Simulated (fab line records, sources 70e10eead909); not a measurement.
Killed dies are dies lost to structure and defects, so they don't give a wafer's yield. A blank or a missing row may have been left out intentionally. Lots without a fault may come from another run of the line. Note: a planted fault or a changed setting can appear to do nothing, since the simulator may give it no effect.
fab line records + flow nand-harc
record:
- lots: 5
- wafers: 15
- last-day: 31
route steps=1302 shown P_ZERO_WELL@49 END@1302
lots that met no fault: from a run of the same line without faults
start-h: hours from the record's opening day to when the first of the lot's shown wafers began + wait-h: how many hours have passed since the lot's step before this one + " the same as in the row above + L1.1+2: a row that stands for several wafers + - no value present, or no start provided + * or withheld: withheld + < > ~ a bound
route shown NAME@n: NAME is a module with steps in the file, n the number in the route of the first one + usual: mean and standard deviation over wafers with no fault + same: alike in all rows + chamber/n: place in a boat + sites: each site's reading + _std_site: how widely they spread, as a standard deviation + _edge_site: the outer-site mean with the inner-site mean subtracted + radius-mm: how far each site lies from the wafer's centre + mask NAME#n: copy n + behind: the tool/chamber that last shaped the wafer + hold: why the lot went on hold/how many hours it stayed there/how the hold came to an end + device: the transistor (n, p or np) that didn't switch + end of line: tests run on the same wafers once the route is complete + for a step that has no rows: nothing shown but its recipe + killed: at the first sort, the dies lost to defects and structure; wafer yield is something else + map: shows each die of a wafer: x if killed, . if not, _ if none is there
set.NAME: the setting the step ran with; set.NAME@STEP: the setting that earlier step ran with + model.NAME: the simulator's own value behind a step, which no gauge read
a table for each step, a row for each wafer; lots at some steps of the route
services: from which hour (start-h, from the record's first day; less than 0 if before it) a tool's chamber was out of use, for how many hours, and why
== steps ==
step: NHARC_P_ZERO_WELL_IMPLANT_60
recipe:
- energy-kev: 30
- dose-cm2: 2e+12
- tilt-deg: 7
step: NHARC_P_ZERO_WELL_STRIP_41
recipe:
- time-s: 840
- temp-c: 130
- chemistry: SPM
step: NHARC_P_ZERO_WELL_DEHYDRATE_44
recipe:
- temp-c: 150
- time-s: 120
step: NHARC_P_ZERO_WELL_HMDS_45
recipe:
- time-s: 30
step: NHARC_P_ZERO_WELL_COAT_46
recipe:
- spin-rpm: withheld
step: NHARC_P_ZERO_WELL_SOFTBAKE_47
recipe:
- temp-c: 122
- time-s: 95
step: NHARC_P_ZERO_WELL_EBR_48
step: NHARC_P_ZERO_WELL_EXPOSE_49
recipe:
- na: 0.6
- target-cd-nm: 2000
- dose-mj: 22.64
- mask-id: P_HVPW
step: NHARC_P_ZERO_WELL_PEB_50
recipe:
- peb-temp-c: 118
- peb-time-s: 85
step: NHARC_P_ZERO_WELL_DEVELOP_51
recipe:
- time-s: 70
step: NHARC_P_ZERO_WELL_CD_MEAS_52
recipe:
- target-cd-nm: 2000
- landing-energy-ev: 500
usual:
- cd-nm: 1999.5/2.3
| lot.wafer | tool      | chamber | start-h | wait-h | cd-nm  |
|-----------|-----------|---------|---------|--------|--------|
| L281.2    | cd-sem-01 | 0       | 56.74   | -      | 1997.9 |
| L281.4    | "         | 0       | "       | "      | 1998.4 |
| L281.6    | "         | 0       | "       | "      | 1999.7 |
| L292.2    | cd-sem-03 | 0       | 165.39  | -      | 1997.7 |
| L292.3    | "         | 0       | "       | "      | 1999.1 |
| L292.4    | "         | 0       | "       | "      | 2001.3 |
| L293.2    | cd-sem-03 | 0       | 175.49  | -      | 1998.1 |
| L293.3    | "         | 0       | "       | "      | 2002.1 |
| L293.6    | "         | 0       | "       | "      | 1999.5 |
| L295.1    | cd-sem-01 | 0       | 195.74  | -      | 1999.1 |
| L295.4    | "         | 0       | "       | "      | 2000.7 |
| L295.5    | "         | 0       | "       | "      | 2001.1 |
| L296.1    | cd-sem-03 | 0       | 205.60  | -      | 1999.8 |
| L296.3    | "         | 0       | "       | "      | 1998.2 |
| L296.6    | "         | 0       | "       | "      | 2002.2 |
step: NHARC_P_ZERO_WELL_HARDBAKE_53
recipe:
- temp-c: 125
- time-s: 80
step: NHARC_P_ZERO_WELL_DESCUM_54
recipe:
- time-s: 3
- o2-flow-sccm: 200
- ar-flow-sccm: 0
- bias-power-w: 0
- chemistry: O2
usual:
- drypump-motor-current-A: 6.14/0.25
- o2-flow-sccm: 199.9/0.6
- oes-product-au: 0.999/0.01
- rf-vpp-V: 57.6/0.88
- showerhead-plenum-p-Torr: 1.88/0.09
- throttle-valve-pct: 11.311/0.0093
same:
- time-s: 3
| lot.wafer | tool        | chamber | start-h | wait-h | drypump-motor-current-A | o2-flow-sccm | oes-product-au | rf-hours-counter-h | rf-vpp-V | showerhead-plenum-p-Torr | throttle-valve-pct |
|-----------|-------------|---------|---------|--------|-------------------------|--------------|----------------|--------------------|----------|--------------------------|--------------------|
| L281.4    | rie-diel-08 | 2       | 56.90   | -      | 6.31                    | 199.9        | 1.002          | 15                 | 57.6     | 1.81                     | 11.327             |
| L281.2    | "           | 3       | "       | "      | 6.28                    | 199.9        | 0.985          | 15                 | 58.7     | 1.87                     | 11.304             |
| L281.6    | "           | 2       | "       | "      | 6.35                    | 201.0        | 0.994          | -                  | 56.7     | 1.81                     | 11.321             |
| L292.2    | rie-diel-08 | 2       | 165.57  | -      | 6.32                    | 240.7        | 0.998          | 49                 | 58.3     | 2.04                     | 12.230             |
| L292.3    | "           | 3       | "       | "      | 6.29                    | 201.5        | 0.979          | 43                 | 56.9     | 1.86                     | 11.314             |
| L292.4    | "           | 3       | "       | "      | 6.29                    | 200.2        | 0.985          | -                  | 56.8     | 1.86                     | 11.309             |
| L293.2    | rie-diel-09 | 0       | 175.65  | -      | 6.42                    | 199.0        | 0.977          | 7                  | 58.9     | 1.84                     | 11.316             |
| L293.3    | "           | 1       | "       | "      | 5.55                    | 199.7        | 0.998          | 7                  | 57.8     | 2.05                     | 11.297             |
| L293.6    | "           | 0       | "       | "      | 6.41                    | 200.3        | 0.980          | -                  | 58.2     | 1.84                     | 11.306             |
| L295.4    | rie-diel-05 | 2       | 195.90  | -      | 6.12                    | 200.0        | 1.011          | 42                 | 58.5     | 1.85                     | 11.310             |
| L295.1    | "           | 3       | "       | "      | 6.39                    | 200.6        | 1.010          | 48                 | 57.7     | 1.79                     | 11.329             |
| L295.5    | "           | 3       | "       | "      | 6.40                    | 199.2        | 1.027          | -                  | 56.8     | 1.79                     | 11.301             |
| L296.1    | rie-diel-05 | 2       | 205.78  | -      | 6.12                    | 199.2        | 1.008          | 45                 | 57.3     | 1.85                     | 11.310             |
| L296.3    | "           | 3       | "       | "      | 6.40                    | 199.7        | 1.012          | 52                 | 58.6     | 1.78                     | 11.308             |
| L296.6    | "           | 0       | "       | "      | 5.79                    | 200.5        | 0.995          | -                  | 58.2     | 1.90                     | 11.304             |
step: NHARC_P_ZERO_WELL_IMPLANT_55
recipe:
- energy-kev: 180
- dose-cm2: 8e+11
- tilt-deg: 7
step: NHARC_END_SORT_01
recipe:
- temp-c: 25
usual:
- killed-at-array: 59/20
- killed-at-other: 0.8/1.2
- killed-at-periphery: 3.5/2.2
- killed-dies: 63/20
- killed-open: 3.3/1.8
- killed-short: 2.6/1.7
same:
- gross-dies: 677
| lot.wafer | tool      | chamber | start-h | wait-h | killed-at-array | killed-at-other | killed-at-periphery | killed-dies | killed-open | killed-short |
|-----------|-----------|---------|---------|--------|-----------------|-----------------|---------------------|-------------|-------------|--------------|
| L293.2    | prober-01 | 0       | 710.76  | 2.8    | 38              | 0               | 0                   | 38          | 3           | 4            |
| L293.3    | prober-01 | 0       | 711.56  | 3.1    | 44              | 0               | 1                   | 45          | 4           | 3            |
| L293.6    | prober-01 | 0       | 713.96  | 4.0    | 38              | 0               | 4                   | 42          | 5           | 1            |
killed by level:class
L293.2 A_CHANNEL_HOLE_D1:chamber-film-flake=24 A_DECK1_JOINT:geometric-particle:short=2 A_SLIT:chamber-film-flake=2 A_CONTACT:chamber-film-flake=2 A_ONON_D1:geometric-particle:short=1 A_CHANNEL_FILL_D1:geometric-particle:open=1 A_ONON_D2:geometric-particle:short=1 A_CHANNEL_FILL_D2:geometric-particle:open=1
L293.3 A_CHANNEL_HOLE_D1:chamber-film-flake=25 A_CONTACT:chamber-film-flake=5 A_STAIRCASE:chamber-film-flake=3 A_SLIT:chamber-film-flake=3 A_SOURCE_PLATE:geometric-particle:open=2 A_CHANNEL_FILL_D1:geometric-particle:open=1 A_DECK1_JOINT:geometric-particle:open=1 A_CHANNEL_HOLE_D2:geometric-particle:short=1
L293.6 A_CHANNEL_HOLE_D1:chamber-film-flake=21 A_CONTACT:chamber-film-flake=6 A_DECK1_JOINT:chamber-film-flake=2 A_STAIRCASE:chamber-film-flake=2 P_CONTACT:geometric-particle:open=1 P_M0:geometric-particle:short=1 A_ONON_D2:geometric-particle:open=1 A_CHANNEL_HOLE_D2:geometric-particle:open=1
== services ==
| tool        | chamber | start-h | hours | kind                          |
|-------------|---------|---------|-------|-------------------------------|
| rie-diel-08 | 0       | 47.41   | -     | clean                         |
| rie-diel-08 | 1       | 47.41   | -     | clean                         |
| rie-diel-08 | 2       | 47.41   | -     | clean                         |
| rie-diel-08 | 3       | 47.41   | -     | clean                         |
| rie-diel-05 | -       | 52.65   | 9.0   | pm                            |
| rie-diel-05 | 0       | 52.65   | 9.0   | vent-cycle                    |
| rie-diel-05 | 1       | 52.65   | 9.0   | vent-cycle                    |
| rie-diel-05 | 2       | 52.65   | 9.0   | vent-cycle                    |
| rie-diel-05 | 3       | 52.65   | 9.0   | vent-cycle                    |
| rie-diel-05 | 0       | 61.65   | -     | clean                         |
| rie-diel-05 | 0       | 61.65   | -     | consumable-replace:focus-ring |
| rie-diel-05 | 1       | 61.65   | -     | clean                         |
| rie-diel-05 | 2       | 61.65   | -     | clean                         |
| rie-diel-05 | 0       | 61.89   | 9.4   | repair                        |
| rie-diel-09 | 0       | 65.38   | 5.2   | repair                        |
| rie-diel-05 | 2       | 70.55   | 2.5   | repair                        |
| rie-diel-08 | -       | 88.58   | 0.6   | repair                        |
| rie-diel-08 | 3       | 98.79   | 11.4  | repair                        |
| rie-diel-05 | -       | 129.09  | 0.5   | repair                        |
| rie-diel-08 | 0       | 129.61  | 42.0  | repair                        |
| rie-diel-09 | -       | 129.79  | 2.1   | repair                        |
| rie-diel-05 | 1       | 134.03  | 2.9   | repair                        |
| rie-diel-09 | -       | 144.03  | 9.0   | pm                            |
| rie-diel-08 | -       | 192.87  | 9.0   | pm                            |
== key ==
first-sign:
- step: NHARC_P_ZERO_WELL_DESCUM_54
- reading: throttle-valve-pct
- direction: up
- sigmas: 99
- usual: 11.311
- struck: 12.230
effect:
- step: NHARC_P_ZERO_WELL_DESCUM_54
- reading: o2-flow-sccm
- direction: up
- sigmas: 68
- usual: *
- struck: *
met-at NHARC_P_ZERO_WELL_DESCUM_54
struck-wafers L292.2
tester-left-out L292
onset-between 56.90 165.57
fault:
- kind: process-parameter-drift
- tool: rie-diel-08
- chamber: 2
- onset-h: 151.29
- steps: NHARC_P_ZERO_WELL_DESCUM_54
- channel: o2-flow-sccm
- offset: *
- shape: step
- end-h: 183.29
- acts-in: *
- stated: *
tester-left-out: of these lots the tester's yield and bins aren't shown, on N5 and GAA mostly nor the transistor test; their killed dies are dies lost to structure and defects alone, not to doping, threshold or leakage, so they don't give the yield
